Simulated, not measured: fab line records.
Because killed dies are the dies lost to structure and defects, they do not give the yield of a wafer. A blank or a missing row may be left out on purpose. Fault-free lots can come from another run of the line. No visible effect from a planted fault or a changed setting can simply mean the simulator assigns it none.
Chamber matching ; flow n5_finfet ; N5_GATE_CUT_ALD_22 on ald_sin-04 has 4 sister chambers
The step deposits SiNx, target thk 16 nm, pulse time 1 s, ald cycles 320. 4 wafers are shown with their chamber, then 6 later ones without.

## WAFERS PAIRED WITH THEIR CHAMBERS
wafer;chamber;heater_power_w (W)
L239.1;3;911
L239.4;1;853
L238.2;2;762
L238.5;0;816

## WAFERS WITHOUT THEIR CHAMBER
wafer;heater_power_w (W)
L242.1;857
L242.3;784
L242.5;916
L243.1;845
L243.2;772
L243.5;853

## WHICH CHAMBER EACH WENT THROUGH
wafer;from the rows above;in truth
L242.1;1;1
L242.3;can't be placed: 2 or 0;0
L242.5;3;3
L243.1;can't be placed: 1 or 0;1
L243.2;2;2
L243.5;1;1
4 of 6 placed correctly. Not placeable from these rows: 2 (in 2, the candidates include the true chamber). Placed wrongly: 0.
How it was worked out, from the rows above alone: a wafer's distance from a chamber is the root of the sum, over the readings, of the square of ((its reading less the chamber's mean) divided by the reading's scatter). The wafer belongs to the nearest chamber; if the next one is less than 2 further off, it can't be placed. For every chamber, the mean is computed from those of its wafers that are shown. The scatter: with one shown wafer a chamber, the root of the mean of the squares of how far each hidden wafer lies from its nearest shown one.
